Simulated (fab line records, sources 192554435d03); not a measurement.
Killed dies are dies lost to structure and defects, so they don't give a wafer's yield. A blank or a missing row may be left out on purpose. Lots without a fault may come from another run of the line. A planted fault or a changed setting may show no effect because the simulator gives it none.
Split-lot experiment | flow n5_finfet | 7 lots, 39 wafers read, on a route of 1938 steps

THE SPLIT
At N5_MOL_CONTACT_COAG_PRECLEAN_111 (cleans in NF3:NH3, afs cycles 1, time 20 s, sublimation time 60 s), the setting time_s was moved away from the recipe's 20 s on 9 of the 39 wafers read, by -48.3% to +58.1%. The other wafers ran this setting at the recipe's value.

FROM THE SPLIT TO THE READING: what the file shows between them, 9 steps
- N5_MOL_CONTACT_COAG_TI_SIL_19: material Ti, target thk 4.2 nm, time 15 s
- N5_MOL_CONTACT_COAG_ALD_20: deposits TiN, target thk 1.5 nm, pulse time 1 s, purge time 3 s
- N5_MOL_CONTACT_COAG_PRECLEAN_125: cleans in DIW, time 57.5 s
- N5_MOL_CONTACT_COAG_SRD_126: dry time 32 s
- N5_MOL_CONTACT_COAG_CMP_23: polishes, stops on SiO2, t overpolish 1.5 s, target thk 0 nm
- N5_MOL_CONTACT_COAG_WET_ETCH_26: target Co, target depth 13 nm
- N5_MOL_CONTACT_COAG_WET_ETCH_116: etches the open film in SC1-inhibited, target depth 4.6 nm, rinse time 30 s
- N5_MOL_CONTACT_COAG_ALD_27: deposits SiOC, target thk 17 nm, pulse time 1.5 s, time 2720 s
- N5_MOL_CONTACT_COAG_CMP_28: polishes, stops on SiNx, t overpolish 0.85 s, target thk 14.522 nm

THE READING
MD_CAP_THK, in nm, at N5_MOL_CONTACT_COAG_THK_MEAS_29. Fault-free wafers of this fab line usually give 17.92 nm, standard deviation 0.087 nm.

wafer  | tool, chamber at the split | time_s as run, s | against the recipe | MD_CAP_THK, nm | against lot-mates on the recipe
L079.1 | remote_plasma-01, 0        | 20               | recipe             | 17.93          | -
L079.2 | remote_plasma-01, 0        | 20               | recipe             | 17.70          | -
L079.3 | remote_plasma-01, 0        | 20               | recipe             | 17.81          | -
L079.4 | remote_plasma-01, 0        | 20               | recipe             | 17.86          | -
L079.5 | remote_plasma-01, 0        | 20               | recipe             | 17.88          | -
L079.6 | remote_plasma-01, 0        | 20               | recipe             | 17.90          | -
L084.1 | remote_plasma-02, 1        | 20               | recipe             | 17.91          | -
L084.2 | remote_plasma-02, 1        | 31.63            | +58.1%             | 17.52          | -0.36
L084.3 | remote_plasma-02, 1        | 31.63            | +58.1%             | 17.37          | -0.51
L084.4 | remote_plasma-02, 1        | 20               | recipe             | 17.82          | -
L084.5 | remote_plasma-02, 1        | 31.63            | +58.1%             | 17.49          | -0.39
L084.6 | remote_plasma-02, 1        | 20               | recipe             | 17.91          | -
L090.1 | remote_plasma-02, 1        | 20               | recipe             | 17.94          | -
L090.2 | remote_plasma-02, 1        | 10.34            | -48.3%             | 18.22          | +0.35
L090.3 | remote_plasma-02, 1        | 10.34            | -48.3%             | 18.27          | +0.40
L090.4 | remote_plasma-02, 1        | 20               | recipe             | 17.78          | -
L090.5 | remote_plasma-02, 1        | 10.34            | -48.3%             | 18.15          | +0.28
L090.6 | remote_plasma-02, 1        | 20               | recipe             | 17.90          | -
L091.1 | remote_plasma-01, 1        | 20               | recipe             | 17.90          | -
L091.2 | remote_plasma-01, 1        | 20               | recipe             | 17.86          | -
L091.3 | remote_plasma-01, 1        | 20               | recipe             | 17.82          | -
L091.4 | remote_plasma-01, 1        | 20               | recipe             | 17.83          | -
L091.5 | remote_plasma-01, 1        | 20               | recipe             | 17.88          | -
L091.6 | remote_plasma-01, 1        | 20               | recipe             | 17.84          | -
L092.1 | remote_plasma-01, 1        | 20               | recipe             | 17.80          | -
L092.3 | remote_plasma-01, 1        | 20               | recipe             | 17.85          | -
L092.4 | remote_plasma-01, 1        | 20               | recipe             | 17.86          | -
L093.1 | remote_plasma-01, 0        | 20               | recipe             | 18.01          | -
L093.2 | remote_plasma-01, 0        | 20               | recipe             | 17.94          | -
L093.3 | remote_plasma-01, 0        | 20               | recipe             | 17.84          | -
L093.4 | remote_plasma-01, 0        | 20               | recipe             | 17.94          | -
L093.5 | remote_plasma-01, 0        | 20               | recipe             | 17.97          | -
L093.6 | remote_plasma-01, 0        | 20               | recipe             | 17.90          | -
L094.1 | remote_plasma-02, 1        | 20               | recipe             | 17.96          | -
L094.2 | remote_plasma-02, 1        | 20               | recipe             | 18.05          | -
L094.3 | remote_plasma-02, 1        | 30.24            | +51.2%             | 17.58          | -0.38
L094.4 | remote_plasma-02, 1        | 30.24            | +51.2%             | 17.60          | -0.36
L094.5 | remote_plasma-02, 1        | 30.24            | +51.2%             | 17.75          | -0.21
L094.6 | remote_plasma-02, 1        | 20               | recipe             | 17.87          | -

THE FIT
A straight line over all 39 wafers: MD_CAP_THK changes by -0.00636 nm for each +1% of time_s; r = -0.91; the points scatter about the line by 0.076 nm.
The same after taking each lot's own level away (the mean of its wafers on the recipe; 39 wafers): -0.00686 nm for each +1%; r = -0.95; scatter 0.061 nm.
On that fit, the largest move of time_s shifts the reading by 0.4 nm.
The lots' own levels span 17.837 to 17.960 nm, that is 1.4 times the standard deviation above.
So the lot-to-lot level changes the slope little: the two slopes agree.
Check: with one of the wafers moved furthest among these (+58.1%) left out of the fit, the line predicts -0.403 nm for it against its lot-mates. It came out at -0.36 nm against them.

THE WHOLE CHAIN: every reading that the file lists as answering this split, in the file's order
step                             | what it does                                                      | reading                                                                             | change (the file's fit)                 | r (the file's)
N5_MOL_CONTACT_COAG_PRECLEAN_111 | cleans in NF3:NH3, afs cycles 1, time 20 s, sublimation time 60 s | SiNx_of_SPACER0_ALD_07.thk_nm (the simulator's own value, which no gauge read)      | -0.00842 nm for each +1% of the setting | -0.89
N5_MOL_CONTACT_COAG_CMP_23       | polishes, stops on SiO2, t overpolish 1.5 s, target thk 0 nm      | SiNx_of_GATE_CUT_SAC_CAP_01.thk_nm (the simulator's own value, which no gauge read) | -0.00675 nm for each +1% of the setting | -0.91
N5_MOL_CONTACT_COAG_WET_ETCH_26  | target Co, target depth 13 nm                                     | SiNx_of_GATE_CUT_SAC_CAP_01.thk_nm (the simulator's own value, which no gauge read) | -0.00795 nm for each +1% of the setting | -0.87
N5_MOL_CONTACT_COAG_THK_MEAS_29  |                                                                   | MD_CAP_THK                                                                          | -0.00685 for each +1% of the setting    | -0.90
N5_MOL_CONTACT_COAG_ETCH_47      | etches SiNx in CH3F/O2, stops on W, target depth 27 nm            | etch.depth_nm (the simulator's own value, which no gauge read)                      | -0.0065 nm for each +1% of the setting  | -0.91

THE FILE'S OWN FIT
MD_CAP_THK changes by -0.00685 nm for each +1% of time_s, r = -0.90.
